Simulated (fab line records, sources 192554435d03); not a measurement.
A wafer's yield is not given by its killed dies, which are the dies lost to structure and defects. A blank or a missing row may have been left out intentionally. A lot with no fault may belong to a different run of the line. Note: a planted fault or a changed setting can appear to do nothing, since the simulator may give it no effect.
The same fault as seen by 3 desks	flow n5_finfet	numbers are kept per desk, each desk with only its own; the story behind them comes last

## THE DEFECT DESK
For each lot, the counts of the inspections along the route, averaged over the sampled wafers that have a number. The brackets show how far a lot's mean lies from the usual mean; more than 4 standard deviations puts the lot out of limits, marked OUT.
Columns: A = raw_defect_count at N5_BEOL_M4_INSPECT_13, usual 387
lot	first seen here	A
L279	day 8 04:13	369
L283	day 8 19:05	425
L289	day 10 17:06	380
L291	day 11 05:01	353
L290	day 11 09:18	406
L295	day 11 21:26	318
Result from this desk: across the 6 lots, nothing is out of limits.

## FOR THE TOOL OWNER'S DESK: rie_diel-02
The tool's own readings at N5_BEOL_M4_ETCH_64 (etches SOC in N2/H2, target depth 75 nm, overetch 22.5 nm, time 121.9 s): means of the sampled wafers that have a number, for each lot that ran on this tool. The brackets show how far a lot's mean lies from the usual mean; more than 4 standard deviations puts the lot out of limits, marked OUT.
Columns: A = bias_w at N5_BEOL_M4_ETCH_64, usual 150.1 W; B = drypump_motor_current_A at N5_BEOL_M4_ETCH_64, usual 5.8 A; C = oes_product_au at N5_BEOL_M4_ETCH_64, usual 0.62 a.u.; D = rf_vpp_V at N5_BEOL_M4_ETCH_64, usual 524.8 V; E = showerhead_plenum_p_Torr at N5_BEOL_M4_ETCH_64, usual 2.57 Torr; F = temp_c at N5_BEOL_M4_ETCH_64, usual 40.00 C; G = throttle_valve_pct at N5_BEOL_M4_ETCH_64, usual 17.78 %
lot	first seen here	A	B	C	D	E	F	G
L279	day 8 04:20	149.8	5.7	0.59	525.9	2.59	39.98	17.82
L291	day 11 05:23	137.7 (-28) OUT	5.7	0.61	498.2 (-13) OUT	2.59	40.03	17.62
L290	day 11 09:25	138.1 (-27) OUT	5.8	0.63	497.2 (-14) OUT	2.58	40.04	17.60
This desk finds L290, L291 out of limits, L291 being first, at day 11 05:23 (bias_w at N5_BEOL_M4_ETCH_64). L279: within limits.

## METROLOGY DESK
Lot by lot, what the gauges showed, no matter which tool ran the lot: averages of those sampled wafers that carry a number. The brackets show how far a lot's mean lies from the usual mean; more than 4 standard deviations puts the lot out of limits, marked OUT. Readings shown: 7 of its 12, picked as those furthest out on some lot.
Columns: A = DIBL_N at N5_BEOL_M4_RC_MEAS_101, usual 36.9 mV/V; B = DIBL_P at N5_BEOL_M4_RC_MEAS_101, usual 37.3 mV/V; C = IOFF_P at N5_BEOL_M4_RC_MEAS_101, usual 0.22 nA/um; D = ION_P at N5_BEOL_M4_RC_MEAS_101, usual 463 uA/um; E = SS_N at N5_BEOL_M4_RC_MEAS_101, usual 71.6 mV/dec; F = SS_P at N5_BEOL_M4_RC_MEAS_101, usual 73.4 mV/dec; G = VT_P at N5_BEOL_M4_RC_MEAS_101, usual -250 mV
lot	first seen here	A	B	C	D	E	F	G
L279	day 8 04:07	36.5	38.7	0.20	453	72.2	74.0	-254
L283	day 8 19:00	35.5	34.2	0.18	453	71.2	72.9	-255
L289	day 10 17:01	35.7	35.5	0.19	461	70.9	72.7	-250
L291	day 11 04:56	36.8	36.8	0.22	466	71.8	73.5	-250
L290	day 11 09:13	37.9	37.7	0.28	473	71.7	73.6	-243
L295	day 11 21:21	33.0	33.9	0.17	457	70.8	72.2	-252
Result from this desk: across the 6 lots, nothing is out of limits.

## BROUGHT TOGETHER
On L290, L291, at day 11 05:23, an alarm was possible from the tool owner's desk.
Nothing the defect desk looked at was out of limits.
At the metrology desk, nothing out of limits was observed.
The defect desk has L290, L291 on record, within its limits.
The metrology desk has L290, L291 on record, within its limits.
All the named lots went through N5_BEOL_M4_ETCH_64 on rie_diel-02.

## WHAT WAS PUT IN BY THE SIMULATOR
Drift in process parameters on rie_diel-02 at N5_BEOL_M4_ETCH_64, starting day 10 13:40. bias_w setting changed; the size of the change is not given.
Struck lots among those shown: L290, L291.
Time in hours from fault onset to the first out-of-limits reading at each desk: the tool owner's desk, 16.
